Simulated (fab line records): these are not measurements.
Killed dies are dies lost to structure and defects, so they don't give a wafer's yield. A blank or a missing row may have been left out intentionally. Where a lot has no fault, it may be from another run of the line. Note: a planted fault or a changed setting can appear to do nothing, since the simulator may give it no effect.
fab line records    flow nand-harc
record: lots: 11  wafers: 33  last-day: 33
route steps=1302 shown A_STAIRCASE@813 A_BONDPAD@1222 THIN_TSV@1259 END@1302
lots that met no fault: from a run of the same line without faults
start-h: hours from the record's first day to the start of the lot's first wafer shown    wait-h: hours from the lot's prior step to this one    " same as the row above    L1.1+2: a row that stands for several wafers    - either no value or no given start    * or withheld: withheld    < > ~ a bound
route shown NAME@n: a module of which the file shows steps, and the number in the route of the first    usual: average and standard deviation across the fault-free wafers    same: alike in all rows    chamber/n: place in a boat    sites: each site's reading    _std_site: how widely they spread, as a standard deviation    _edge_site: inner sites' mean taken away from outer sites' mean    radius-mm: how far each site lies from the wafer's centre    mask NAME#n: copy n    behind: the tool/chamber that last shaped the wafer    hold: the reason the lot was held/the length of the hold in hours/how it ended    device: the n, p or np transistor that did not switch    end of line: the tests these same wafers got at the end of their route    a step without rows: its recipe alone    killed: the dies lost at the first sort to structure and to defects; this is not the yield of the wafer    map: per-die view of a wafer (x killed, . not killed, _ where there is no die)
set.NAME: the run value of the setting; set.NAME@STEP: its run value at that earlier step    model.NAME: the simulator's own value behind a step, which no gauge read
one table for each step of the route and one row for each wafer, over a sample of lots
services: from which hour (start-h, from the record's first day; less than 0 if before it) a tool's chamber was out of use, for how many hours, and why
== steps ==
step: NHARC_A_STAIRCASE_STRIP_295
recipe: o2-flow-sccm: 500  ar-flow-sccm: 0  bias-w: 0  chemistry: O2
usual: chamber-pressure-mTorr: 59.99/0.053  drypump-motor-current-A: 5.9/0.46  mfc-ar-sccm: 0.009/0.009  oes-product-au: 1.002/0.0087  rf-vpp-V: 58.0/0.93  showerhead-plenum-p-Torr: 3.58/0.2  throttle-valve-pct: 17.037/0.0088
lot.wafer  tool         chamber  start-h  wait-h  chamber-pressure-mTorr  drypump-motor-current-A  mfc-ar-sccm  oes-product-au  rf-hours-counter-h  rf-vpp-V  showerhead-plenum-p-Torr  throttle-valve-pct
L675.3     rie-diel-03  1        380.08   -       59.96                   6.1                      0.008        0.996           33                  57.3      3.29                      17.040
L675.4     "            2        "        "       59.99                   6.1                      0.014        1.018           9                   58.0      3.77                      17.029
L675.1     "            0        "        "       59.92                   5.7                      0            1.014           27                  56.9      3.31                      17.030
L677.2     rie-diel-03  1        403.50   -       60.10                   6.1                      0.008        1.001           39                  57.9      3.29                      17.054
L677.6     "            0        "        "       60.00                   5.6                      0            1.006           -                   56.7      3.31                      17.031
L677.5     "            1        "        "       60.05                   6.1                      0.008        0.995           -                   56.5      3.29                      17.044
L678.2     rie-diel-03  2        411.66   -       60.08                   6.0                      0.014        1.005           17                  57.7      3.77                      17.046
L678.3     "            0        "        "       59.99                   5.7                      0            0.995           36                  57.2      3.31                      17.032
L678.5     "            2        "        "       60.05                   6.0                      0.014        1.011           -                   57.7      3.77                      17.028
L679.3     rie-diel-07  1        420.67   -       60.12                   5.8                      0.010        0.997           47                  58.2      3.78                      17.041
L679.6     "            1        "        "       60.03                   5.8                      0.010        0.996           -                   58.9      3.78                      17.046
L679.4     "            0        "        "       60.02                   5.9                      0.017        0.986           -                   57.7      3.66                      17.024
L682.2     rie-diel-07  0        452.02   -       60.02                   6.0                      0.017        0.989           53                  58.2      3.65                      17.044
L682.1     "            1        "        "       59.97                   5.7                      0.010        1.007           56                  58.5      3.77                      17.031
L682.5     "            2        "        "       59.99                   5.7                      0            0.999           -                   56.7      3.30                      17.043
L683.2     rie-diel-07  3        455.09   -       59.88                   6.2                      0.020        1.002           38                  59.2      3.63                      17.041
L683.1     "            0        "        "       59.92                   5.9                      0.017        0.993           54                  57.7      3.65                      17.040
L683.6     "            3        "        "       59.94                   6.1                      0.020        0.998           -                   58.6      3.63                      17.037
L690.1     rie-diel-07  0        519.32   -       59.93                   5.9                      0.017        1.001           12                  60.7      3.64                      17.029
L690.3     "            2        "        "       59.99                   5.7                      0            1.001           15                  57.9      3.29                      17.047
L690.5     "            0        "        "       59.94                   6.0                      0.017        1.003           -                   57.2      3.64                      17.045
L689.3     rie-diel-03  1        523.87   -       59.88                   6.1                      0.008        0.993           18                  57.9      3.80                      17.038
L689.4     "            3        "        "       60.00                   6.7                      0            1.004           22                  57.2      3.77                      17.026
L689.5     "            0        "        "       59.99                   5.7                      0            0.996           -                   57.7      3.29                      17.039
L692.4     rie-diel-03  3        547.48   -       59.99                   6.6                      0            1.016           25                  58.1      3.76                      17.031
L692.2     "            1        "        "       59.94                   6.1                      0.008        1.016           23                  59.5      3.79                      17.042
L692.5     "            0        "        "       59.98                   5.7                      0            1.001           -                   56.6      3.29                      17.031
L698.3     rie-diel-05  3        595.77   -       59.96                   5.3                      0            1.026           1                   58.7      3.54                      17.051
L698.4     "            1        "        "       60.02                   5.5                      0.006        1.004           1                   56.8      3.34                      17.033
L698.6     "            0        "        "       59.98                   4.7                      0.032        0.995           -                   57.8      3.58                      17.034
L695.1     rie-diel-03  1        601.35   -       60.06                   6.1                      0.008        1.003           48                  59.5      3.78                      17.040
L695.2     "            2        "        "       59.95                   6.1                      0.014        1.018           49                  58.2      3.73                      17.042
L695.4     "            3        "        "       60.07                   6.6                      0            0.998           -                   56.4      3.75                      17.051
step: NHARC_A_BONDPAD_STRIP_15
recipe: o2-flow-sccm: 500  ar-flow-sccm: 0  bias-w: 0  chemistry: O2
usual: chamber-pressure-mTorr: 60.00/0.054  drypump-motor-current-A: 5.8/0.47  mfc-ar-sccm: 0.006/0.013  oes-product-au: 1.002/0.01  rf-vpp-V: 57.9/0.83  showerhead-plenum-p-Torr: 3.58/0.14  throttle-valve-pct: 17.038/0.0096
lot.wafer  tool         chamber  start-h  wait-h  chamber-pressure-mTorr  drypump-motor-current-A  mfc-ar-sccm  oes-product-au  rf-hours-counter-h  rf-vpp-V  showerhead-plenum-p-Torr  throttle-valve-pct
L675.4     rie-diel-06  1        547.62   0.1     59.98                   5.1                      0.010        0.988           8                   58.1      3.45                      17.034
L675.3     "            2        "        "       60.00                   6.3                      0            1.010           8                   58.3      3.61                      17.021
L675.1     "            3        "        "       59.99                   5.4                      0            1.011           8                   59.4      3.53                      17.038
L677.2     rie-diel-06  2        554.66   0.1     59.94                   6.3                      0            1.010           9                   57.8      3.61                      17.046
L677.5     "            0        "        "       60.03                   6.4                      0            1.015           -                   58.7      3.68                      17.040
L677.6     "            1        "        "       60.01                   5.1                      0.010        0.993           -                   56.6      3.45                      17.041
L678.2     rie-diel-06  3        559.57   0.1     59.94                   5.3                      0            1.003           8                   57.5      3.53                      17.042
L678.3     "            0        "        "       60.12                   6.4                      0            1.007           8                   57.9      3.68                      17.018
L678.5     "            0        "        "       59.96                   6.4                      0            1.009           -                   58.5      3.68                      17.047
L679.4     rie-diel-08  2        567.93   0.1     59.93                   6.1                      0            0.988           1                   58.0      3.79                      17.049
L679.3     "            0        "        "       60.11                   5.3                      0            1.013           1                   57.3      3.47                      17.038
L679.6     "            2        "        "       60.11                   6.1                      0            0.993           -                   58.5      3.79                      17.036
L683.2     rie-diel-06  1        603.65   0.1     59.94                   5.1                      0.010        0.998           16                  59.2      3.45                      17.015
L683.1     "            0        "        "       60.02                   6.4                      0            1.008           16                  58.6      3.67                      17.053
L683.6     "            1        "        "       60.08                   5.0                      0.010        0.990           -                   57.8      3.45                      17.031
L682.1     rie-diel-06  0        604.10   0.1     60.02                   6.4                      0            1.007           16                  56.3      3.67                      17.048
L682.2     "            1        "        "       59.92                   5.1                      0.010        1.004           16                  58.2      3.45                      17.046
L682.5     "            0        "        "       59.97                   6.4                      0            1.016           -                   58.9      3.67                      17.041
L690.3     rie-diel-06  3        673.60   0.1     59.97                   5.3                      0            0.996           0                   57.0      3.52                      17.027
L690.1     "            0        "        "       59.91                   6.4                      0            1.010           0                   57.9      3.67                      17.031
L690.5     "            1        "        "       60.03                   5.1                      0.010        0.991           -                   58.6      3.44                      17.041
L689.3     rie-diel-08  3        675.73   0.1     60.03                   5.9                      0            1.001           3                   59.3      3.74                      17.030
L689.4     "            1        "        "       60.10                   5.5                      0.041        1.009           3                   56.8      3.34                      17.036
L689.5     "            3        "        "       59.97                   5.9                      0            0.995           -                   58.5      3.74                      17.026
L692.2     rie-diel-08  1        700.23   0.1     59.96                   5.5                      0.041        1.019           4                   57.7      3.34                      17.034
L692.4     "            2        "        "       59.99                   6.1                      0            0.992           4                   57.8      3.79                      17.036
L692.5     "            0        "        "       60.01                   5.3                      0            1.003           -                   57.4      3.46                      17.030
L698.3     rie-diel-06  3        742.71   0.1     59.95                   5.4                      0            0.990           11                  58.8      3.52                      17.028
L698.4     "            2        "        "       60.02                   6.3                      0            1.001           11                  58.1      3.60                      17.041
L698.6     "            3        "        "       60.01                   5.4                      0            0.992           -                   56.7      3.52                      17.046
L695.1     rie-diel-07  2        744.80   0.1     60.02                   5.7                      0            1.006           34                  58.3      3.79                      17.043
L695.4     "            3        "        "       60.01                   6.2                      0.020        0.995           33                  57.7      3.57                      17.030
L695.2     "            0        "        "       59.95                   5.9                      0.017        0.999           30                  58.6      3.59                      17.025
step: NHARC_THIN_TSV_CD_MEAS_12
recipe: target-cd-nm: 1000  landing-energy-ev: 500
usual: cd-nm: 1000.2/2
lot.wafer  tool       chamber  start-h  wait-h  cd-nm
L675.1     cd-sem-03  0        564.24   -       1002.0
L675.3     "          0        "        "       1001.6
L675.4     "          0        "        "       999.5
L677.2     cd-sem-03  0        569.70   -       1000.7
L677.5     "          0        "        "       997.5
L677.6     "          0        "        "       997.6
L678.2     cd-sem-01  0        573.97   -       1003.8
L678.3     "          0        "        "       1005.7
L678.5     "          0        "        "       1003.4
L679.3     cd-sem-02  0        582.34   -       1001.1
L679.4     "          0        "        "       1001.0
L679.6     "          0        "        "       1001.2
L682.1     cd-sem-03  0        618.85   -       1003.4
L682.2     "          0        "        "       1000.2
L682.5     "          0        "        "       1000.1
L683.1     cd-sem-01  0        620.19   -       1001.8
L683.2     "          0        "        "       1002.3
L683.6     "          0        "        "       996.9
L690.1     cd-sem-03  0        690.16   -       1001.3
L690.3     "          0        "        "       998.5
L690.5     "          0        "        "       1000.5
L689.3     cd-sem-03  0        691.36   -       1003.7
L689.4     "          0        "        "       1004.3
L689.5     "          0        "        "       1003.1
L692.2     cd-sem-01  0        715.52   -       1003.8
L692.4     "          0        "        "       1000.6
L692.5     "          0        "        "       996.8
L698.3     cd-sem-01  0        758.13   -       998.4
L698.4     "          0        "        "       1000.0
L698.6     "          0        "        "       999.1
L695.1     cd-sem-02  0        761.52   -       997.4
L695.2     "          0        "        "       997.5
L695.4     "          0        "        "       1001.1
step: NHARC_THIN_TSV_STRIP_45
recipe: power-w: 1500  temp-c: 250  chemistry: O2
usual: drypump-motor-current-A: 5.7/0.8  heater-power-w: 352/21  temp-c: 250.01/0.18
lot.wafer  tool             chamber  start-h  wait-h  drypump-motor-current-A  heater-power-w  rf-hours-counter-h  temp-c
L675.1     plasma-asher-02  0        565.36   0.2     4.7                      357             25                  250.38
L675.4     "                0        "        "       4.7                      355             -                   250.05
L675.3     "                1        "        "       6.6                      326             -                   250.27
L677.2     plasma-asher-02  1        570.72   0.1     6.6                      325             26                  249.86
L677.5     "                1        "        "       6.6                      319             -                   249.98
L677.6     "                0        "        "       4.7                      358             -                   250.09
L678.2     plasma-asher-01  0        575.00   0.1     5.4                      378             9                   250.43
L678.3     "                1        "        "       6.3                      373             -                   250.16
L678.5     "                0        "        "       5.4                      373             -                   250.01
L679.4     plasma-asher-02  0        583.58   0.2     4.7                      356             -                   249.93
L679.3     "                1        "        "       6.6                      330             -                   249.77
L679.6     "                1        "        "       6.6                      332             -                   249.93
L682.2     plasma-asher-02  0        620.03   0.1     4.7                      337             1                   249.83
L682.1     "                1        "        "       6.6                      327             1                   249.89
L682.5     "                1        "        "       6.6                      329             -                   250.20
L683.1     plasma-asher-02  1        621.22   0.1     6.6                      328             1                   249.95
L683.2     "                0        "        "       4.7                      343             1                   249.94
L683.6     "                0        "        "       4.7                      340             -                   249.95
L690.1     plasma-asher-02  0        691.24   0.1     4.7                      338             16                  250.29
L690.3     "                1        "        "       6.6                      330             -                   250.13
L690.5     "                1        "        "       6.6                      330             -                   250.06
L689.4     plasma-asher-01  0        692.48   0.2     5.4                      371             -                   250.05
L689.3     "                1        "        "       6.4                      377             -                   250.00
L689.5     "                1        "        "       6.3                      371             -                   250.07
L692.2     plasma-asher-01  0        716.62   0.1     5.4                      374             2                   250.15
L692.4     "                0        "        "       5.4                      366             -                   250.18
L692.5     "                0        "        "       5.4                      374             -                   250.06
L698.3     plasma-asher-02  1        759.25   0.2     6.6                      332             -                   249.35
L698.4     "                0        "        "       4.7                      346             -                   250.06
L698.6     "                0        "        "       4.7                      345             -                   250.32
L695.1     plasma-asher-01  1        762.55   0.1     6.3                      386             10                  249.94
L695.2     "                0        "        "       5.4                      364             10                  249.99
L695.4     "                1        "        "       6.3                      378             -                   250.06
step: NHARC_END_SORT_01
recipe: temp-c: 25
usual: killed-at-array: 62/20  killed-at-other: 0.8/1.1  killed-at-periphery: 3.5/2.4  killed-dies: 66/21  killed-open: 3.5/1.9  killed-short: 2.5/1.7
same: gross-dies: 677
lot.wafer  tool       chamber  start-h  wait-h  killed-at-array  killed-at-other  killed-at-periphery  killed-dies  killed-open  killed-short
L690.1     prober-02  0        705.18   2.5     156              0                3                    159          5            2
L690.3     prober-02  0        706.77   3.1     154              0                2                    156          3            0
L690.5     prober-02  0        708.37   3.7     156              0                3                    159          4            4
killed by level:class
L690.1 A_STAIRCASE:unspecified=61 A_CHANNEL_HOLE_D1:chamber-film-flake=32 A_CHANNEL_HOLE_D2:chamber-film-flake=26 A_SLIT:chamber-film-flake=24 A_BONDPAD:chamber-film-flake=3 A_DECK1_JOINT:chamber-film-flake=3 A_M0:geometric-particle:open=2 A_CONTACT:chamber-film-flake=2
L690.3 A_STAIRCASE:unspecified=44 A_SLIT:chamber-film-flake=36 A_CHANNEL_HOLE_D1:chamber-film-flake=35 A_CHANNEL_HOLE_D2:chamber-film-flake=26 A_CONTACT:chamber-film-flake=6 A_BONDPAD:chamber-film-flake=3 A_BLC:geometric-particle:open=2 P_M0:geometric-particle:open=1
L690.5 A_STAIRCASE:unspecified=66 A_SLIT:chamber-film-flake=32 A_CHANNEL_HOLE_D1:chamber-film-flake=22 A_CHANNEL_HOLE_D2:chamber-film-flake=21 A_CONTACT:chamber-film-flake=3 A_BONDPAD:chamber-film-flake=3 A_M1:geometric-particle:open=2 P_M2:chamber-film-flake=2
== services ==
tool             chamber  start-h  hours  kind
rie-diel-06      2        373.56   6.6    repair
rie-diel-07      0        395.55   6.7    repair
rie-diel-06      1        413.81   1.7    repair
rie-diel-03      3        414.78   10.4   repair
rie-diel-07      3        415.93   18.2   repair
plasma-asher-02  -        431.47   9.0    pm
rie-diel-03      -        458.30   9.0    pm
rie-diel-06      1        462.22   10.3   repair
rie-diel-07      -        471.20   9.0    pm
rie-diel-03      1        477.21   2.8    repair
rie-diel-06      -        484.35   9.0    pm
rie-diel-03      0        492.39   3.5    repair
rie-diel-07      0        497.96   6.9    repair
rie-diel-03      -        537.05   0.6    repair
rie-diel-07      2        560.00   1.7    repair
rie-diel-03      0        568.97   94.2   repair
plasma-asher-02  -        608.57   9.0    pm
rie-diel-07      2        611.94   6.7    repair
rie-diel-06      2        630.23   8.0    repair
plasma-asher-02  -        632.16   0.7    repair
rie-diel-03      -        635.31   9.0    pm
rie-diel-06      -        661.35   9.0    pm
rie-diel-03      -        725.75   2.0    repair
rie-diel-06      -        748.78   0.8    repair
== key ==
first-sign: step: NHARC_END_SORT_01  reading: killed-at-array  direction: up  sigmas: 4.6  usual: 62  struck: 155
effect: step: NHARC_END_SORT_01  reading: killed-dies  direction: up  sigmas: 4.5  usual: 66  struck: 158
more-kills-born-at: NHARC_A_STAIRCASE_STRIP_295@rie-diel-07: 171
met-at NHARC_A_STAIRCASE_STRIP_295
struck-lots L690
tester-left-out L690
not-acting-at NHARC_A_BONDPAD_STRIP_15,NHARC_THIN_TSV_CD_MEAS_12,NHARC_THIN_TSV_STRIP_45
onset-between 455.09 519.32
fault: kind: chamber-particle-source  tool: rie-diel-07  chamber: -  onset-h: 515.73  steps: NHARC_A_STAIRCASE_STRIP_295  rate-per-visit-cm2: 1.058  end-h: 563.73
tester-left-out: of these lots the tester's yield and bins aren't shown, on N5 and GAA mostly nor the transistor test; their killed dies are dies lost to structure and defects alone, not to doping, threshold or leakage, so they don't give the yield
